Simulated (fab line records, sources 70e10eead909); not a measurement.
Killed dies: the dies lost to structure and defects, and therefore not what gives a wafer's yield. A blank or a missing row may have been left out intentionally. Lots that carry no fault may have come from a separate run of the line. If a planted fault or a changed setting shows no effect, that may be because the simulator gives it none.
fab line records	flow nandHarc
[record] lots = 12	wafers = 36	lastDay = 33
route steps=1302 shown P_M1@303 END@1302
lots that met no fault: taken from a fault-free run of the same line
startH: hours from the record's opening day to when the first of the lot's shown wafers began	waitH: hours since the lot's step before	" the same as in the row above	L1.1+2: a row that stands for several wafers	- no value, or no start given	* or withheld: withheld	< > ~ a bound
route shown NAME@n: names a module that has steps shown in the file, with the first one's number in the route	usual: mean/standard deviation of fault-free wafers	same: alike in all rows	chamber/n: place in a boat	sites: each site's reading	_std_site: standard deviation across them	_edge_site: inner sites' mean taken away from outer sites' mean	radiusMm: how far each site lies from the wafer's centre	mask NAME#n: copy n	behind: the tool/chamber that last shaped the wafer	hold: the reason the lot was held/the length of the hold in hours/how it ended	device: whichever transistor did not switch (one of n, p or np)	end of line: the same wafers' tests at the end of the route	a step with no rows: only its recipe	killed: dies lost to structure and defects at the first sort, not the wafer's yield	map: the dies of a wafer, with x for killed, . for not killed, _ for no die there
set.NAME: the run value of the setting; set.NAME@STEP: its run value at that earlier step	model.NAME: the simulator's own value behind a step, which no gauge read
one table for each step of the route and one row for each wafer, over a sample of lots
services: the hour from which a tool's chamber was out of use, counted from the record's first day as startH (under 0 if before that day), plus the number of hours and why
[[steps]]
[step NHARC_P_M1_ETCH_28]
[recipe] targetDepthA = 300	overEtchFrac = 0.3	timeS = 72.99	ionEnergyEv = 150	cf4FlowSccm = 50	n2FlowSccm = 100	arFlowSccm = 150	rfW = 300	biasW = 100	chemistry = CF4/N2
[usual] drypumpMotorCurrentA = 5.7/0.66	oesProductAu = 1.002/0.0069	rfVppV = 315.1/1.6	showerheadPlenumPTorr = 2.68/0.088	throttleValvePct = 19.795/0.0091
lot.wafer	tool	chamber	startH	waitH	drypumpMotorCurrentA	oesProductAu	rfHoursCounterH	rfVppV	showerheadPlenumPTorr	throttleValvePct
L763.1	rieDiel-11	0	133.94	-	5.3	1.008	2	316.3	2.76	19.790
L763.6	"	3	"	"	6.3	0.997	-	312.4	2.50	19.808
L763.5	"	0	"	"	5.3	1.006	-	315.2	2.76	19.805
L765.2	rieDiel-11	1	147.13	-	4.9	1.007	3	314.4	2.61	19.790
L765.4	"	2	"	"	6.5	1.005	3	316.4	2.71	19.785
L765.6	"	1	"	"	4.9	1.003	-	314.8	2.62	19.790
L767.1	rieDiel-10	1	160.69	-	5.1	1.009	8	316.8	2.74	19.798
L767.4	"	3	"	"	5.0	1.007	9	316.9	2.78	19.786
L767.5	"	1	"	"	5.1	1.002	-	316.2	2.74	19.806
L770.3	rieDiel-10	3	200.91	-	5.1	1.004	12	317.3	2.78	19.794
L770.1	"	0	"	"	6.4	0.998	12	314.8	2.68	19.803
L770.4	"	2	"	"	6.4	1.003	12	315.6	2.70	19.784
L771.3	rieDiel-10	3	202.54	-	5.0	1.013	12	316.7	2.78	19.790
L771.2	"	0	"	"	6.4	1.004	12	314.5	2.68	19.800
L771.1	"	2	"	"	6.5	1.001	12	314.9	2.70	19.792
L773.2	rieDiel-11	3	226.64	-	6.4	0.994	7	312.8	2.50	19.791
L773.3	"	2	"	"	6.5	1.004	7	315.9	2.71	19.809
L773.6	"	0	"	"	5.3	1.012	-	316.3	2.76	19.805
L775.1	rieDiel-11	2	244.52	-	6.5	0.985	7	315.6	2.71	19.784
L775.4	"	3	"	"	6.3	0.995	7	311.9	2.50	19.795
L775.5	"	1	"	"	4.9	0.999	-	315.4	2.61	19.786
L776.4	rieDiel-11	1	268.87	-	4.9	1.008	0	314.4	2.61	19.782
L776.2	"	3	"	"	6.3	1.008	0	312.2	2.50	19.800
L776.5	"	0	"	"	5.3	1.009	-	316.7	2.76	19.791
L779.1	rieDiel-10	3	285.45	-	5.0	1.004	3	317.0	2.78	19.779
L779.5	"	0	"	"	6.4	0.995	-	316.0	2.68	19.783
L779.6	"	1	"	"	5.1	1.003	-	316.6	2.73	19.795
L780.1	rieDiel-11	0	292.34	-	5.3	0.855	2	316.3	2.76	19.787
L780.3	"	3	"	"	6.3	0.992	2	312.0	2.50	19.782
L780.4	"	3	"	"	6.4	1.002	-	312.1	2.50	19.806
L783.3	rieDiel-10	0	327.29	-	6.4	1.001	6	315.9	2.68	19.793
L783.6	"	0	"	"	6.4	1.001	-	316.2	2.68	19.800
L783.5	"	1	"	"	5.1	1.006	-	315.4	2.73	19.785
L786.4	rieDiel-10	0	358.16	-	6.4	1.009	9	314.5	2.68	19.792
L786.1	"	3	"	"	5.0	1.010	11	316.9	2.78	19.785
L786.6	"	1	"	"	5.1	1.010	-	315.9	2.73	19.811
[step NHARC_P_M1_PRE_CLEAN_30]
[recipe] timeS = 30	tempC = 280	gas = H2/He
[usual] heaterPowerW = 390/27
lot.wafer	tool	chamber	startH	waitH	heaterPowerW
L763.1	pvdSputter-01	-	-	-	390
L763.6	"	-	"	"	410
L763.5	"	-	"	"	363
L765.2	pvdSputter-02	-	-	-	429
L765.4	"	-	"	"	386
L765.6	"	-	"	"	382
L767.4	pvdSputter-02	-	-	-	387
L767.1	"	-	"	"	377
L767.5	"	-	"	"	428
L770.3	pvdSputter-02	-	-	-	370
L770.1	"	-	"	"	424
L770.4	"	-	"	"	376
L771.1	pvdSputter-01	-	-	-	432
L771.2	"	-	"	"	395
L771.3	"	-	"	"	413
L773.3	pvdSputter-02	-	-	-	369
L773.2	"	-	"	"	424
L773.6	"	-	"	"	422
L775.1	pvdSputter-02	-	-	-	380
L775.4	"	-	"	"	353
L775.5	"	-	"	"	382
L776.4	pvdSputter-01	-	-	-	401
L776.2	"	-	"	"	353
L776.5	"	-	"	"	426
L779.1	pvdSputter-03	-	-	-	412
L779.6	"	-	"	"	410
L779.5	"	-	"	"	349
L780.1	pvdSputter-03	-	-	-	352
L780.4	"	-	"	"	410
L780.3	"	-	"	"	397
L783.3	pvdSputter-02	-	-	-	360
L783.6	"	-	"	"	342
L783.5	"	-	"	"	354
L786.4	pvdSputter-02	-	-	-	394
L786.1	"	-	"	"	374
L786.6	"	-	"	"	387
[step NHARC_P_M1_PVD_20]
[recipe] targetThkA = 50	biasV = 168.6	powerW = 15000	chamberPressurePa = 0.12	timeS = 8.06	substrateTempC = 50	material = TaN
[usual] throttleValvePct = 30.4/0.9
lot.wafer	tool	chamber	startH	waitH	throttleValvePct
L763.1	pvdSputter-01	-	-	-	31.3
L763.5	"	-	"	"	30.7
L763.6	"	-	"	"	29.7
L765.4	pvdSputter-02	-	-	-	31.4
L765.2	"	-	"	"	31.2
L765.6	"	-	"	"	31.5
L767.4	pvdSputter-02	-	-	-	31.3
L767.1	"	-	"	"	31.2
L767.5	"	-	"	"	31.6
L770.4	pvdSputter-02	-	-	-	31.6
L770.3	"	-	"	"	31.0
L770.1	"	-	"	"	28.8
L771.3	pvdSputter-01	-	-	-	29.7
L771.1	"	-	"	"	29.7
L771.2	"	-	"	"	31.1
L773.3	pvdSputter-02	-	-	-	31.4
L773.2	"	-	"	"	31.5
L773.6	"	-	"	"	31.2
L775.1	pvdSputter-02	-	-	-	31.6
L775.4	"	-	"	"	28.7
L775.5	"	-	"	"	31.6
L776.4	pvdSputter-01	-	-	-	29.5
L776.2	"	-	"	"	30.6
L776.5	"	-	"	"	30.1
L779.1	pvdSputter-03	-	-	-	29.1
L779.5	"	-	"	"	31.0
L779.6	"	-	"	"	30.3
L780.1	pvdSputter-03	-	-	-	29.1
L780.4	"	-	"	"	29.2
L780.3	"	-	"	"	30.3
L783.3	pvdSputter-02	-	-	-	30.8
L783.5	"	-	"	"	28.7
L783.6	"	-	"	"	31.1
L786.1	pvdSputter-02	-	-	-	30.6
L786.4	"	-	"	"	28.7
L786.6	"	-	"	"	30.9
[step NHARC_P_M1_ANNEAL_31]
[recipe] tempC = 225	timeS = 90
[usual] annealTempCMax = 225.9/0.31	wafer_temp_C_max = 226.0/0.45
lot.wafer	tool	chamber	startH	waitH	annealTempCMax	wafer_temp_C_max
L763.1	rtpAnneal-01	0	135.07	-	225.6	225.8
L763.5	"	0	"	"	225.7	225.8
L763.6	"	0	"	"	225.7	225.6
L765.2	rtpAnneal-02	0	148.32	-	225.8	226.5
L765.4	"	0	"	"	226.2	226.7
L765.6	"	0	"	"	225.7	226.5
L767.1	rtpAnneal-01	0	161.83	0.3	225.2	225.3
L767.4	"	0	"	"	225.6	225.6
L767.5	"	0	"	"	225.7	225.3
L770.1	rtpAnneal-02	0	202.05	-	225.9	226.2
L770.3	"	0	"	"	226.3	226.7
L770.4	"	0	"	"	226.3	227.1
L771.1	rtpAnneal-02	0	203.67	0.3	226.3	226.9
L771.2	"	0	"	"	225.9	226.4
L771.3	"	0	"	"	226.2	226.1
L773.2	rtpAnneal-02	0	227.84	0.3	226.1	226.0
L773.3	"	0	"	"	226.2	226.3
L773.6	"	0	"	"	226.0	226.3
L775.1	rtpAnneal-01	0	245.65	0.3	225.7	225.7
L775.4	"	0	"	"	225.5	225.5
L775.5	"	0	"	"	225.7	225.5
L776.2	rtpAnneal-01	0	270.08	-	225.9	225.6
L776.4	"	0	"	"	225.7	225.7
L776.5	"	0	"	"	225.5	225.5
L779.1	rtpAnneal-02	0	286.58	0.3	226.3	226.2
L779.5	"	0	"	"	226.1	226.7
L779.6	"	0	"	"	225.9	226.9
L780.1	rtpAnneal-02	0	293.50	0.3	226.0	226.3
L780.3	"	0	"	"	225.8	226.3
L780.4	"	0	"	"	226.1	226.1
L783.3	rtpAnneal-02	0	328.53	-	226.5	225.9
L783.5	"	0	"	"	226.4	226.3
L783.6	"	0	"	"	226.7	226.1
L786.1	rtpAnneal-02	0	359.30	-	226.1	226.2
L786.4	"	0	"	"	226.0	226.8
L786.6	"	0	"	"	226.2	226.2
[step NHARC_END_SORT_01]
[recipe] tempC = 25
[usual] defectLimitedYield = 91.4/2.4	killedAtArray = 54/16	killedAtOther = 0.6/0.86	killedAtPeriphery = 3.8/2.6	killedDies = 58/16	killedOpen = 3.3/1.8	killedShort = 2.7/1.7	sort_bin_2_pct = 3.1/1.1	sort_bin_3_pct = 0.7/0.39	sort_bin_4_pct = 4.8/1.3	sortNPass = 619/16	sortRimYieldPct = 89/6	sortYieldPct = 91.4/2.4
[same] grossDies = 677	sort_bin_5_pct[%] = 0	sort_bin_6_pct[%] = 0	sort_bin_7_pct[%] = 0	sort_bin_8_pct[%] = 0	sortRimNGross = 106.00
lot.wafer	tool	chamber	startH	waitH	defectLimitedYield[%]	killedAtArray	killedAtOther	killedAtPeriphery	killedDies	killedOpen	killedShort	sort_bin_2_pct[%]	sort_bin_3_pct[%]	sort_bin_4_pct[%]	sortNPass	sortRimYieldPct[%]	sortYieldPct[%]
L763.1	prober-01	0	571.27	2.6	89.4	67	0	5	72	2	3	3.7	0.9	6.1	605	83	89.4
L763.5	prober-01	0	574.49	3.7	90.1	63	0	4	67	3	3	2.7	0.7	6.5	610	83	90.1
L763.6	prober-01	0	575.29	4.0	90.3	62	0	4	66	6	0	3.5	0.7	5.5	611	88	90.3
L767.1	prober-01	0	590.53	2.5	90.7	58	1	4	63	4	3	4.0	1.0	4.3	614	96	90.7
L767.4	prober-01	0	592.96	3.4	91.3	56	0	3	59	3	0	3.7	0.3	4.7	618	94	91.3
L767.5	prober-01	0	593.77	3.7	89.7	65	0	5	70	6	3	3.5	0.4	6.4	607	94	89.7
L765.2	prober-02	0	591.30	2.8	95.1	30	0	3	33	5	2	1.2	0.1	3.5	644	92	95.1
L765.4	prober-02	0	592.88	3.4	95.6	24	0	6	30	6	3	1.3	0.4	2.7	647	90	95.6
L765.6	prober-02	0	594.45	3.9	94.7	30	3	3	36	3	4	0.6	0.4	4.3	641	92	94.7
L771.1	prober-01	0	627.59	2.5	89.5	71	0	0	71	4	1	4.0	0.4	6.1	606	92	89.5
L771.2	prober-01	0	628.37	2.8	90.7	63	0	0	63	1	1	3.0	0.1	6.2	614	85	90.7
L771.3	prober-01	0	629.16	3.1	90.8	62	0	0	62	2	2	2.5	1.0	5.6	615	92	90.8
L770.1	prober-02	0	627.61	2.5	87.7	80	2	1	83	2	2	4.3	1.0	6.9	594	96	87.7
L770.3	prober-02	0	629.23	3.1	87.1	83	0	4	87	7	5	4.6	1.5	6.8	590	93	87.1
L770.4	prober-02	0	630.04	3.4	90.3	64	1	1	66	1	1	5.0	0.3	4.4	611	94	90.3
L773.2	prober-02	0	663.59	2.8	93.1	44	0	3	47	5	2	3.2	1.2	2.5	630	94	93.1
L773.3	prober-02	0	664.40	3.1	92.5	48	1	2	51	5	3	2.1	0.7	4.7	626	92	92.5
L773.6	prober-02	0	666.82	4.0	94.1	39	0	1	40	2	0	1.8	0.1	4.0	637	99	94.1
L775.1	prober-01	0	675.58	2.5	93.6	42	0	1	43	1	2	2.8	0.3	3.2	634	89	93.6
L775.4	prober-01	0	677.95	3.4	93.5	42	0	2	44	3	2	2.8	0.4	3.2	633	87	93.5
L775.5	prober-01	0	678.74	3.7	92.6	43	1	6	50	5	1	2.7	0.7	4.0	627	88	92.6
L779.1	prober-01	0	708.57	2.5	87.3	78	0	8	86	3	0	4.9	1.3	6.5	591	87	87.3
L779.5	prober-01	0	711.78	3.7	88.2	77	0	3	80	1	2	4.0	1.2	6.6	597	88	88.2
L779.6	prober-01	0	712.59	4.0	89.8	64	0	5	69	2	0	4.1	1.3	4.7	608	84	89.8
L776.2	prober-02	0	709.45	2.8	91.4	54	0	4	58	4	5	2.4	0.7	5.5	619	90	91.4
L776.4	prober-02	0	711.03	3.4	92.2	52	0	1	53	2	3	3.2	0.1	4.4	624	93	92.2
L776.5	prober-02	0	711.82	3.7	91.7	53	0	3	56	6	4	2.5	0.7	5.0	621	96	91.7
L780.1	prober-01	0	754.70	2.5	94.1	36	1	3	40	6	3	1.5	0.3	4.1	637	89	94.1
L780.3	prober-01	0	756.29	3.1	96.3	23	1	1	25	3	0	1.2	0	2.5	652	91	96.3
L780.4	prober-01	0	757.09	3.4	95.6	27	0	3	30	4	6	1.6	0.4	2.4	647	92	95.6
L783.3	prober-02	0	774.81	3.1	91.1	53	2	5	60	2	1	3.7	1.0	4.1	617	77	91.1
L783.5	prober-02	0	776.43	3.7	91.6	54	0	3	57	4	1	2.8	0.4	5.2	620	78	91.6
L783.6	prober-02	0	777.23	4.0	90.3	62	1	3	66	5	3	3.7	0.7	5.3	611	78	90.3
L786.1	prober-02	0	787.58	2.5	93.6	39	0	4	43	2	1	2.2	0.4	3.7	634	91	93.6
L786.4	prober-02	0	790.03	3.4	92.3	49	0	3	52	4	3	2.8	0	4.9	625	89	92.3
L786.6	prober-02	0	791.67	4.1	93.4	39	0	6	45	5	1	1.8	0.6	4.3	632	92	93.4
// killed by level:class
L763.1 A_CHANNEL_HOLE_D1:chamberFilmFlake=28 A_SLIT:chamberFilmFlake=18 A_CHANNEL_HOLE_D2:chamberFilmFlake=5 A_CONTACT:chamberFilmFlake=5 A_STAIRCASE:chamberFilmFlake=4 P_CONTACT:chamberFilmFlake=2 A_WL_FILL:chamberFilmFlake=2 P_M1:geometricParticle:short=1
L763.5 A_CHANNEL_HOLE_D1:chamberFilmFlake=24 A_SLIT:chamberFilmFlake=21 A_CHANNEL_HOLE_D2:chamberFilmFlake=7 A_ZERO_WELL:chamberFilmFlake=2 A_STAIRCASE:chamberFilmFlake=2 A_CONTACT:chamberFilmFlake=2 P_CONTACT:geometricParticle:open=1 P_M2:geometricParticle:open=1
L763.6 A_CHANNEL_HOLE_D1:chamberFilmFlake=31 A_SLIT:chamberFilmFlake=17 A_CHANNEL_HOLE_D2:chamberFilmFlake=5 A_CHANNEL_FILL_D2:geometricParticle:open=2 A_WL_FILL:chamberFilmFlake=2 P_M0:geometricParticle:open=1 A_CHANNEL_HOLE_D1:geometricParticle:open=1 A_M0:geometricParticle:open=1
L767.1 A_CHANNEL_HOLE_D2:chamberFilmFlake=24 A_CHANNEL_HOLE_D1:chamberFilmFlake=23 P_STI:chamberFilmFlake=2 A_STAIRCASE:chamberFilmFlake=2 P_GATE:geometricParticle:open=1 A_DECK1_JOINT:geometricParticle:open=1 A_ONON_D2:geometricParticle:short=1 A_CHANNEL_FILL_D2:geometricParticle:short=1
L765.2 A_CHANNEL_HOLE_D2:chamberFilmFlake=9 A_CONTACT:chamberFilmFlake=8 P_ZERO_WELL:chamberFilmFlake=2 A_CHANNEL_HOLE_D1:chamberFilmFlake=2 A_DECK1_JOINT:chamberFilmFlake=2 A_STAIRCASE:chamberFilmFlake=2 P_CONTACT:geometricParticle:short=1 A_ONON_D1:geometricParticle:open=1
L765.4 A_DECK1_JOINT:chamberFilmFlake=4 A_CONTACT:chamberFilmFlake=4 A_CHANNEL_HOLE_D1:chamberFilmFlake=3 A_CHANNEL_HOLE_D2:chamberFilmFlake=3 P_M2:geometricParticle:open=2 P_GATE:chamberFilmFlake=2 A_WL_FILL:geometricParticle:open=2 A_STAIRCASE:chamberFilmFlake=2
L767.4 A_CHANNEL_HOLE_D2:chamberFilmFlake=26 A_CHANNEL_HOLE_D1:chamberFilmFlake=23 A_CONTACT:chamberFilmFlake=3 P_STI:chamberFilmFlake=2 A_STAIRCASE:chamberFilmFlake=2 P_STI:geometricParticle:open=1 A_DECK1_JOINT:geometricParticle:open=1 A_M1:geometricParticle:open=1
L767.5 A_CHANNEL_HOLE_D1:chamberFilmFlake=28 A_CHANNEL_HOLE_D2:chamberFilmFlake=23 P_STI:chamberFilmFlake=3 A_CONTACT:chamberFilmFlake=3 A_CHANNEL_FILL_D1:geometricParticle:open=2 P_M0:geometricParticle:open=1 P_M1:geometricParticle:open=1 A_CHANNEL_HOLE_D1:geometricParticle:short=1
L765.6 A_CHANNEL_HOLE_D2:chamberFilmFlake=7 A_CONTACT:chamberFilmFlake=6 A_STAIRCASE:chamberFilmFlake=5 A_CHANNEL_HOLE_D1:chamberFilmFlake=3 A_DECK1_JOINT:chamberFilmFlake=3 THIN_TSV:chamberFilmFlake=2 A_SOURCE_PLATE:geometricParticle:short=1 A_ONON_D1:geometricParticle:open=1
L771.1 A_CHANNEL_HOLE_D2:chamberFilmFlake=40 A_SLIT:chamberFilmFlake=17 A_CHANNEL_HOLE_D1:chamberFilmFlake=4 A_CONTACT:chamberFilmFlake=3 A_ONON_D2:geometricParticle:open=2 A_STAIRCASE:chamberFilmFlake=2 A_CHANNEL_FILL_D1:geometricParticle:open=1 A_DECK1_JOINT:geometricParticle:open=1
L770.1 A_CHANNEL_HOLE_D2:chamberFilmFlake=36 A_CHANNEL_HOLE_D1:chamberFilmFlake=31 A_BLC:chamberFilmFlake=2 THIN_TSV:chamberFilmFlake=2 A_SLIT:chamberFilmFlake=2 A_WL_FILL:chamberFilmFlake=2 A_CONTACT:chamberFilmFlake=2 A_CHANNEL_FILL_D1:geometricParticle:open=1
L771.2 A_CHANNEL_HOLE_D2:chamberFilmFlake=33 A_SLIT:chamberFilmFlake=24 A_CONTACT:chamberFilmFlake=2 A_ONON_D2:geometricParticle:short=1 A_M0:geometricParticle:open=1 A_CHANNEL_HOLE_D1:chamberFilmFlake=1 A_STAIRCASE:chamberFilmFlake=1
L771.3 A_CHANNEL_HOLE_D2:chamberFilmFlake=33 A_SLIT:chamberFilmFlake=15 A_CHANNEL_HOLE_D1:chamberFilmFlake=8 A_DECK1_JOINT:geometricParticle:open=1 A_ONON_D2:geometricParticle:short=1 A_ONON_D2:geometricParticle:open=1 A_WL_FILL:geometricParticle:short=1 A_ZERO_WELL:chamberFilmFlake=1
L770.3 A_CHANNEL_HOLE_D1:chamberFilmFlake=34 A_CHANNEL_HOLE_D2:chamberFilmFlake=33 P_M0:geometricParticle:open=2 A_CHANNEL_FILL_D1:geometricParticle:open=2 A_CONTACT:chamberFilmFlake=2 P_GATE:geometricParticle:short=1 A_CHANNEL_FILL_D1:geometricParticle:short=1 A_ONON_D2:geometricParticle:short=1
L770.4 A_CHANNEL_HOLE_D2:chamberFilmFlake=27 A_CHANNEL_HOLE_D1:chamberFilmFlake=22 A_WL_FILL:chamberFilmFlake=4 A_STAIRCASE:chamberFilmFlake=3 A_BLC:chamberFilmFlake=2 A_ONON_D1:geometricParticle:short=1 A_STAIRCASE:geometricParticle:open=1 P_STI:chamberFilmFlake=1
L773.2 A_CHANNEL_HOLE_D1:chamberFilmFlake=28 A_STAIRCASE:chamberFilmFlake=5 P_M0:geometricParticle:open=2 A_CONTACT:chamberFilmFlake=2 A_ONON_D1:geometricParticle:open=1 A_CHANNEL_HOLE_D2:geometricParticle:short=1 A_CHANNEL_FILL_D2:geometricParticle:short=1 A_SGD_CUT:geometricParticle:open=1
L773.3 A_CHANNEL_HOLE_D1:chamberFilmFlake=35 A_ZERO_WELL:chamberFilmFlake=2 A_CONTACT:chamberFilmFlake=2 A_STAIRCASE:chamberFilmFlake=2 P_CONTACT:geometricParticle:open=1 P_M2:geometricParticle:open=1 A_SOURCE_PLATE:geometricParticle:open=1 A_STAIRCASE:geometricParticle:short=1
L773.6 A_CHANNEL_HOLE_D1:chamberFilmFlake=31 A_STAIRCASE:chamberFilmFlake=2 A_BLC:chamberFilmFlake=2 A_CHANNEL_FILL_D2:geometricParticle:open=1 A_CONTACT:geometricParticle:open=1 P_GATE:chamberFilmFlake=1 A_CHANNEL_FILL_D1:chamberFilmFlake=1 A_WL_FILL:chamberFilmFlake=1
L775.1 A_SLIT:chamberFilmFlake=24 A_STAIRCASE:chamberFilmFlake=3 A_CONTACT:chamberFilmFlake=3 A_CHANNEL_FILL_D1:chamberFilmFlake=2 A_CHANNEL_HOLE_D2:chamberFilmFlake=2 A_SGD_CUT:chamberFilmFlake=2 A_CHANNEL_FILL_D1:geometricParticle:open=1 A_CHANNEL_FILL_D1:geometricParticle:short=1
L775.4 A_SLIT:chamberFilmFlake=20 A_STAIRCASE:chamberFilmFlake=6 A_CHANNEL_HOLE_D1:chamberFilmFlake=2 A_CHANNEL_HOLE_D2:chamberFilmFlake=2 A_CONTACT:chamberFilmFlake=2 A_BONDPAD:chamberFilmFlake=2 A_CHANNEL_FILL_D1:geometricParticle:open=1 A_CHANNEL_FILL_D2:geometricParticle:short=1
L775.5 A_SLIT:chamberFilmFlake=20 A_STAIRCASE:chamberFilmFlake=4 A_BONDPAD:chamberFilmFlake=4 P_ZERO_WELL:chamberFilmFlake=3 A_CHANNEL_HOLE_D1:chamberFilmFlake=3 A_DECK1_JOINT:geometricParticle:open=2 P_GATE:chamberFilmFlake=2 A_SGD_CUT:chamberFilmFlake=2
L779.1 A_CHANNEL_HOLE_D1:chamberFilmFlake=33 A_SLIT:chamberFilmFlake=16 A_CHANNEL_HOLE_D2:chamberFilmFlake=7 P_STI:chamberFilmFlake=6 A_CONTACT:chamberFilmFlake=6 A_STAIRCASE:chamberFilmFlake=4 A_WL_FILL:chamberFilmFlake=4 A_DECK1_JOINT:chamberFilmFlake=2
L776.2 A_CHANNEL_HOLE_D1:chamberFilmFlake=35 P_GATE:chamberFilmFlake=3 A_M1:chamberFilmFlake=3 A_ONON_D1:geometricParticle:short=2 A_WL_FILL:geometricParticle:short=2 A_CONTACT:chamberFilmFlake=2 P_CONTACT:geometricParticle:open=1 A_CHANNEL_HOLE_D1:geometricParticle:short=1
L776.4 A_CHANNEL_HOLE_D1:chamberFilmFlake=29 A_STAIRCASE:chamberFilmFlake=7 A_CHANNEL_FILL_D1:chamberFilmFlake=4 A_CONTACT:chamberFilmFlake=4 A_WL_FILL:geometricParticle:short=2 A_SLIT:chamberFilmFlake=2 P_M1:geometricParticle:open=1 A_ONON_D1:geometricParticle:short=1
L779.5 A_CHANNEL_HOLE_D1:chamberFilmFlake=37 A_SLIT:chamberFilmFlake=15 A_CHANNEL_HOLE_D2:chamberFilmFlake=10 A_STAIRCASE:chamberFilmFlake=4 A_CONTACT:chamberFilmFlake=4 P_STI:chamberFilmFlake=2 A_WL_FILL:chamberFilmFlake=2 P_STI:geometricParticle:open=1
L776.5 A_CHANNEL_HOLE_D1:chamberFilmFlake=34 A_STAIRCASE:chamberFilmFlake=4 A_DECK1_JOINT:geometricParticle:open=2 A_WL_FILL:geometricParticle:short=2 A_WL_FILL:geometricParticle:open=2 P_ZERO_WELL:chamberFilmFlake=2 A_SLIT:chamberFilmFlake=2 P_CONTACT:geometricParticle:open=1
L779.6 A_CHANNEL_HOLE_D1:chamberFilmFlake=31 A_CHANNEL_HOLE_D2:chamberFilmFlake=11 A_SLIT:chamberFilmFlake=8 A_STAIRCASE:chamberFilmFlake=5 P_ZERO_WELL:chamberFilmFlake=3 A_CONTACT:chamberFilmFlake=3 A_CHANNEL_FILL_D1:chamberFilmFlake=2 A_DECK1_JOINT:chamberFilmFlake=2
L780.1 A_CHANNEL_HOLE_D1:chamberFilmFlake=12 A_SLIT:chamberFilmFlake=8 A_CONTACT:chamberFilmFlake=4 A_CHANNEL_FILL_D2:geometricParticle:open=2 A_M0:geometricParticle:open=2 A_STAIRCASE:chamberFilmFlake=2 P_M0:geometricParticle:short=1 A_CHANNEL_FILL_D1:geometricParticle:short=1
L780.3 A_CHANNEL_HOLE_D1:chamberFilmFlake=7 A_WL_FILL:chamberFilmFlake=5 A_CONTACT:chamberFilmFlake=4 A_SLIT:chamberFilmFlake=3 A_ZERO_WELL:chamberFilmFlake=2 P_GATE:geometricParticle:open=1 A_WL_FILL:geometricParticle:open=1 A_CONTACT:geometricParticle:open=1
L780.4 A_CHANNEL_HOLE_D1:chamberFilmFlake=9 A_CONTACT:chamberFilmFlake=5 A_CHANNEL_HOLE_D2:geometricParticle:open=2 A_CHANNEL_FILL_D1:chamberFilmFlake=2 A_SLIT:chamberFilmFlake=2 A_WL_FILL:chamberFilmFlake=2 P_STI:geometricParticle:short=1 P_CONTACT:geometricParticle:open=1
L783.3 A_CHANNEL_HOLE_D2:chamberFilmFlake=19 A_SLIT:chamberFilmFlake=15 A_CHANNEL_HOLE_D1:chamberFilmFlake=10 P_CONTACT:chamberFilmFlake=3 A_CONTACT:chamberFilmFlake=3 THIN_TSV:chamberFilmFlake=2 A_CHANNEL_FILL_D1:geometricParticle:open=1 A_WL_FILL:geometricParticle:short=1
L783.5 A_CHANNEL_HOLE_D2:chamberFilmFlake=17 A_SLIT:chamberFilmFlake=14 A_CHANNEL_HOLE_D1:chamberFilmFlake=6 A_CONTACT:chamberFilmFlake=4 A_STAIRCASE:chamberFilmFlake=3 A_CHANNEL_FILL_D2:chamberFilmFlake=2 A_CHANNEL_FILL_D1:chamberFilmFlake=2 P_M2:geometricParticle:open=1
L783.6 A_SLIT:chamberFilmFlake=22 A_CHANNEL_HOLE_D2:chamberFilmFlake=14 A_CONTACT:chamberFilmFlake=8 A_CHANNEL_HOLE_D1:chamberFilmFlake=5 A_STAIRCASE:chamberFilmFlake=3 A_ONON_D2:geometricParticle:short=2 P_GATE:chamberFilmFlake=2 A_CHANNEL_FILL_D2:chamberFilmFlake=2
L786.1 A_CHANNEL_HOLE_D2:chamberFilmFlake=19 A_SLIT:chamberFilmFlake=6 A_CONTACT:chamberFilmFlake=5 A_STAIRCASE:chamberFilmFlake=3 P_M0:chamberFilmFlake=2 A_CHANNEL_FILL_D1:chamberFilmFlake=2 A_M0:chamberFilmFlake=2 P_M0:geometricParticle:open=1
L786.4 A_CHANNEL_HOLE_D2:chamberFilmFlake=21 A_SLIT:chamberFilmFlake=12 A_STAIRCASE:chamberFilmFlake=4 A_CONTACT:chamberFilmFlake=2 P_M0:geometricParticle:open=1 A_CHANNEL_HOLE_D1:geometricParticle:open=1 A_CHANNEL_FILL_D1:geometricParticle:short=1 A_CHANNEL_FILL_D1:geometricParticle:open=1
L786.6 A_CHANNEL_HOLE_D2:chamberFilmFlake=15 A_STAIRCASE:chamberFilmFlake=7 A_CONTACT:chamberFilmFlake=5 A_SLIT:chamberFilmFlake=4 P_ZERO_WELL:chamberFilmFlake=3 P_M0:geometricParticle:open=1 A_SOURCE_PLATE:geometricParticle:open=1 A_CHANNEL_HOLE_D1:geometricParticle:open=1
[[services]]
tool	chamber	startH	hours	kind
rieDiel-11	0	112.06	-	clean
rieDiel-11	1	112.06	-	clean
rieDiel-11	2	112.06	-	clean
rieDiel-11	3	112.06	-	clean
rieDiel-10	0	123.62	-	clean
pvdSputter-01	-	130.55	2.9	repair
rieDiel-11	3	163.36	14.7	repair
rieDiel-10	2	169.49	2.7	repair
pvdSputter-03	-	178.60	0.6	repair
rieDiel-10	3	179.36	6.7	repair
pvdSputter-03	-	189.77	0.6	repair
pvdSputter-01	-	226.00	10.0	pm
rieDiel-10	-	242.62	9.0	pm
rieDiel-11	-	255.56	9.0	pm
pvdSputter-01	-	262.44	5.5	repair
rieDiel-10	2	279.15	2.6	repair
pvdSputter-02	-	282.07	10.0	pm
rieDiel-11	1	283.59	54.3	repair
pvdSputter-03	-	314.76	0.7	repair
rieDiel-11	0	325.11	5.3	repair
rieDiel-10	0	334.48	1.4	repair
rieDiel-11	-	335.84	0.3	repair
pvdSputter-03	-	346.57	1.1	repair
pvdSputter-03	-	357.17	10.0	pm
[[key]]
[firstSign] step = NHARC_P_M1_ETCH_28	reading = oesProductAu	direction = down	sigmas = 21	usual = 1.002	struck = 0.855
effect none on later readings
metAt NHARC_P_M1_ETCH_28
struckLots L780
struckWafers L780.1
notActingAt NHARC_P_M1_PRE_CLEAN_30,NHARC_P_M1_PVD_20,NHARC_P_M1_ANNEAL_31
onsetBetween 268.87 292.34
[fault] kind = processParameterDrift	tool = rieDiel-11	chamber = 0	onsetH = 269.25	steps = NHARC_P_M1_ETCH_28	channel = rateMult	offset = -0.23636	shape = step	endH = 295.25
